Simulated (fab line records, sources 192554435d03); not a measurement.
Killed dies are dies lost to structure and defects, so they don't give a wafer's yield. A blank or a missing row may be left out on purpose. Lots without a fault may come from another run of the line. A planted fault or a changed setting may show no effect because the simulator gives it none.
fab line records | flow n5_finfet | part 2 of 2: steps 20 to 27 of 27
record lots=5 wafers=15 last_day=16
route steps=1938 shown BEOL_M11@1570
lots that met no fault: from a run of the same line without faults
start_h: hours from the record's first day to the start of the lot's first wafer shown | wait_h: hours since the lot's step before | " the same as in the row above | L1.1+2: a row that stands for several wafers | - no value, or no start given | * or withheld: withheld | < > ~ a bound
route shown NAME@n: a module of which the file shows steps, and the number in the route of the first | usual: mean/standard deviation of fault-free wafers | same: alike in all rows | chamber/n: place in a boat | sites: the reading at each site | _std_site: their standard deviation | _edge_site: outer sites' mean less inner sites' | radius_mm: how far each site lies from the wafer's centre | mask NAME#n: copy n | behind: the tool/chamber that last shaped the wafer | hold: why the lot was held/for how many hours/how that ended | device: the transistor (n, p or np) that didn't switch | end of line: the same wafers' tests at the end of the route | a step without rows: its recipe alone | killed: dies lost to structure and defects at the first sort, not the wafer's yield | map: a wafer's dies, x killed, . not, _ none there
set.NAME: the setting as run; set.NAME@STEP: as run at that earlier step | model.NAME: the simulator's own value behind a step, which no gauge read
lots at some steps of the route; a table a step, a row a wafer
services: from which hour (start_h, from the record's first day; less than 0 if before it) a tool's chamber was out of use, for how many hours, and why
## steps
# step N5_BEOL_M11_PRE_CLEAN_45
# recipe gas=H2/He time_s=30 temp_c=250
# usual heater_power_w=332/44
# columns lot.wafer tool chamber start_h wait_h heater_power_w
L083.2 pvd_sputter-01 - 291.71 0.0 306
L083.5 " - " " 302
L083.6 " - " " 270
L086.3 pvd_sputter-02 - 300.44 0.0 368
L086.5 " - " " 372
L086.6 " - " " 279
L085.1 pvd_sputter-03 - 300.70 0.0 337
L085.3 " - " " 292
L085.5 " - " " 274
L084.1 pvd_sputter-01 - 304.50 0.0 273
L084.2 " - " " 297
L084.5 " - " " 267
L095.1 pvd_sputter-01 - 356.62 0.0 323
L095.4 " - " " 266
L095.5 " - " " 301
# step N5_BEOL_M11_ALD_74
# recipe material=TaN target_thk_a=20 temp_c=275 ald_precursor_family=PDMAT ald_co_reactant=NH3 pressure_torr=3 carrier_flow_sccm=1500 pulse_time_s=2 purge_time_s=3 co_reactant_purge_time_s=2 co_reactant_pulse_time_s=3 ald_cycles=40 precursor_vessel_temp_c=75 precursor_vessel_pressure_torr=26.25 precursor_vessel_carrier_sccm=1000
# usual heater_power_outer_w=219/18 heater_power_w=407/30 mfc_carrier_sccm=1499/4.9 precursor_vessel_temp_c=75.01/0.11
# columns lot.wafer tool chamber start_h wait_h heater_power_outer_w heater_power_w mfc_carrier_sccm precursor_vessel_temp_c
L083.2 ald_metal-01 3 291.78 0.0 208 340 1507 74.90
L083.5 " 1 " " 254 399 1503 75.05
L083.6 " 0 " " 196 387 1502 75.14
L086.3 ald_metal-04 3 300.53 0.1 199 383 1497 75.09
L086.5 " 0 " " 228 440 1500 75.15
L086.6 " 1 " " 207 409 1490 75.05
L085.1 ald_metal-01 1 300.76 0.0 236 393 1495 74.93
L085.3 " 0 " " 203 395 1500 75.07
L085.5 " 0 " " 200 382 1501 75.17
L084.1 ald_metal-04 1 304.56 0.0 210 410 1497 74.91
L084.2 " 2 " " 196 377 1495 74.89
L084.5 " 1 " " 210 410 1497 74.82
L095.1 ald_metal-01 3 356.75 0.1 206 362 1497 74.83
L095.4 " 2 " " 232 423 1504 75.05
L095.5 " 2 " " 224 423 1495 75.00
# step N5_BEOL_M11_SURFACE_TREAT_76
# recipe gas=Ar time_s=* ion_energy_ev=* ion_current_ma_cm2=0.5 pressure_mtorr=* ar_flow_sccm=30
# usual pressure_mtorr=* throttle_valve_pct=*
# columns lot.wafer tool chamber start_h wait_h pressure_mtorr throttle_valve_pct
L083.2 pvd_sputter-01 - 292.10 0.2 * *
L083.5 " - " " * *
L083.6 " - " " * *
L086.3 pvd_sputter-03 - 300.86 0.2 * *
L086.5 " - " " * *
L086.6 " - " " * *
L085.1 pvd_sputter-03 - 301.06 0.2 * *
L085.3 " - " " * *
L085.5 " - " " * *
L084.1 pvd_sputter-03 - 304.84 0.2 * *
L084.2 " - " " * *
L084.5 " - " " * *
L095.1 pvd_sputter-02 - 357.31 0.4 * *
L095.4 " - " " * *
L095.5 " - " " * *
# step N5_BEOL_M11_CVD_75
# recipe material=Co target_thk_a=20 temp_c=withheld precursor=CCTBA/H2 pressure_torr=30 time_s=138.9
# columns lot.wafer tool chamber start_h wait_h
L083.2+5+6 cvd_co-01 1,0,1 292.17 0.0
L086.3+5+6 cvd_co-01 0,2,1 300.94 0.1
L085.1+3+5 cvd_co-02 1,2,0 301.12 0.0
L084.1+2+5 cvd_co-02 1,0,1 304.94 0.1
L095.1+4+5 cvd_co-02 1,1,2 357.45 0.1
# step N5_BEOL_M11_SPUTTER_48
# recipe material=Cu target_thk_a=120 temp_c=-20 bias_v=60 power_w=26000 chamber_pressure_pa=0.13 time_s=2
# usual chuck_gas_flow_sccm=1.27/0.054 throttle_valve_pct=30.3/0.99
# columns lot.wafer tool chamber start_h wait_h chuck_gas_flow_sccm throttle_valve_pct
L083.2 pvd_sputter-01 - 292.35 0.1 1.14 29.9
L083.5 " - " " 1.20 30.0
L083.6 " - " " 1.30 28.6
L086.3 pvd_sputter-03 - 301.10 0.1 1.32 30.9
L086.5 " - " " 1.23 29.4
L086.6 " - " " 1.24 29.5
L085.1 pvd_sputter-03 - 301.26 0.1 1.32 30.8
L085.3 " - " " 1.30 29.4
L085.5 " - " " 1.28 30.8
L084.1 pvd_sputter-01 - 305.10 0.1 1.31 28.5
L084.2 " - " " 1.41 31.6
L084.5 " - " " 1.37 28.4
L095.1 pvd_sputter-02 - 357.95 0.5 1.26 30.4
L095.4 " - " " 1.27 30.2
L095.5 " - " " 1.32 30.4
# step N5_BEOL_M11_ECD_50
# recipe material=Cu target_thk_a=3180
# columns lot.wafer tool chamber start_h wait_h
L083.2+5+6 ecd_cu-01 1,1,0 292.47 0.1
L086.3+5+6 ecd_cu-02 0,0,1 301.24 0.1
L085.1+3+5 ecd_cu-01 0 301.38 0.1
L084.1+2+5 ecd_cu-01 0,1,0 305.21 0.1
L095.1+4+5 ecd_cu-02 0,0,1 358.06 0.1
# step N5_BEOL_M11_ANNEAL_51
# recipe temp_c=225 time_s=90 ambient=N2
# usual anneal_temp_c=225.01/0.14 wafer_temp_C_max=225.75/0.25
# columns lot.wafer tool chamber start_h wait_h anneal_temp_c wafer_temp_C_max
L083.2 rtp_anneal-01 0 293.22 0.7 224.79 225.44
L083.5 " 0 " " 224.98 225.99
L083.6 " 0 " " 224.95 225.33
L086.3 rtp_anneal-01 0 301.57 0.3 225.03 225.64
L086.5 " 0 " " 224.94 226.25
L086.6 " 0 " " 225.08 226.00
L085.1 rtp_anneal-02 0 301.57 0.2 224.93 225.67
L085.3 " 0 " " 224.80 225.90
L085.5 " 0 " " 225.21 226.09
L084.1 rtp_anneal-01 0 305.32 0.1 225.01 225.86
L084.2 " 0 " " 225.21 225.90
L084.5 " 0 " " 225.20 225.62
L095.1 rtp_anneal-02 0 358.38 0.3 224.86 226.21
L095.4 " 0 " " 225.02 226.41
L095.5 " 0 " " 224.78 225.66
# step N5_BEOL_M11_CMP_52
# recipe stop_on=SiCOH_lowk t_overpolish_s=7 down_force_psi=1 platen_rpm=50 clearing_platen_down_force_psi=1.5 clearing_platen_rpm=50 post_cmp_clean=cu_alkaline target_thk_nm=140 clearing_platen_pad_velocity_m_s=0.99484 pad_velocity_m_s=0.99484
# usual barrier_field_endpoint_s=28.5/0.76 clearing_platen_rpm=50.000/0.027 motor_current_A=5.9/0.65 overpolish_run_s=7.000/0.0088 slurry_filter_dp_kPa=13.50/0.13 time_to_endpoint_s=64.4/2.9
# columns lot.wafer tool chamber start_h wait_h barrier_field_endpoint_s clearing_platen_rpm motor_current_A overpolish_run_s slurry_filter_dp_kPa time_to_endpoint_s
L083.2 cmp-01 1 293.51 0.2 29.0 50.031 5.5 6.999 13.32 67.3
L083.5 " 0 " " 29.0 50.039 6.1 7.015 13.64 67.4
L083.6 " 1 " " 29.4 50.042 5.5 7.005 13.49 69.2
L086.3 cmp-03 0 301.99 0.4 28.2 49.996 5.2 6.997 13.47 64.6
L086.6 " 1 " " 27.9 49.977 6.8 7.005 13.67 59.9
L086.5 " 2 " " 28.9 49.994 6.4 6.987 13.39 63.8
L085.3 cmp-03 1 302.14 0.4 27.6 49.994 6.8 7.003 13.27 60.2
L085.1 " 3 " " 29.2 50.046 5.4 6.995 13.37 69.1
L085.5 " 0 " " 28.6 50.031 5.1 7.015 13.64 62.0
L084.2 cmp-04 2 305.62 0.2 28.5 50.022 5.2 7.000 13.45 64.1
L084.1 " 3 " " 28.3 49.945 6.3 7.007 13.43 63.2
L084.5 " 2 " " 28.6 50.023 5.3 7.033 13.36 66.3
L095.4 cmp-04 2 358.68 0.1 29.6 49.973 5.4 6.994 13.46 66.8
L095.1 " 3 " " 27.9 50.022 6.0 7.003 13.62 64.7
L095.5 " 3 " " 29.2 49.968 6.2 6.990 13.45 64.9
## services
# columns tool chamber start_h hours kind
uv_cure-03 - 269.42 7.5 pm
rie_diel-06 0 274.36 3.1 repair
ald_metal-01 - 279.23 2.8 pm
ald_metal-04 - 282.81 14.6 pm
cmp-04 - 293.47 3.0 repair
rie_diel-06 3 294.02 4.3 repair
cmp-04 - 297.69 3.6 repair
rie_diel-05 3 300.48 - clean
rie_diel-05 3 300.48 - consumable_replace:focus_ring
rie_diel-05 3 300.48 12.2 scheduled_down
rie_diel-05 3 300.48 12.2 vent_cycle
cvd_co-01 0 307.10 6.0 repair
cmp-03 - 310.81 1.6 repair
cmp-03 - 316.38 4.0 pm
cmp-04 - 326.54 7.1 pm
ecd_cu-02 - 327.54 0.4 repair
rie_diel-01 3 329.15 - clean
rie_diel-01 3 329.15 - consumable_replace:focus_ring
rie_diel-06 - 331.77 14.6 pm
cmp-04 - 336.19 2.5 repair
ald_metal-04 - 337.25 14.0 pm
wet_bench-04 - 338.23 2.4 repair
cmp-03 - 343.22 4.0 pm
cmp-04 - 348.12 2.1 repair
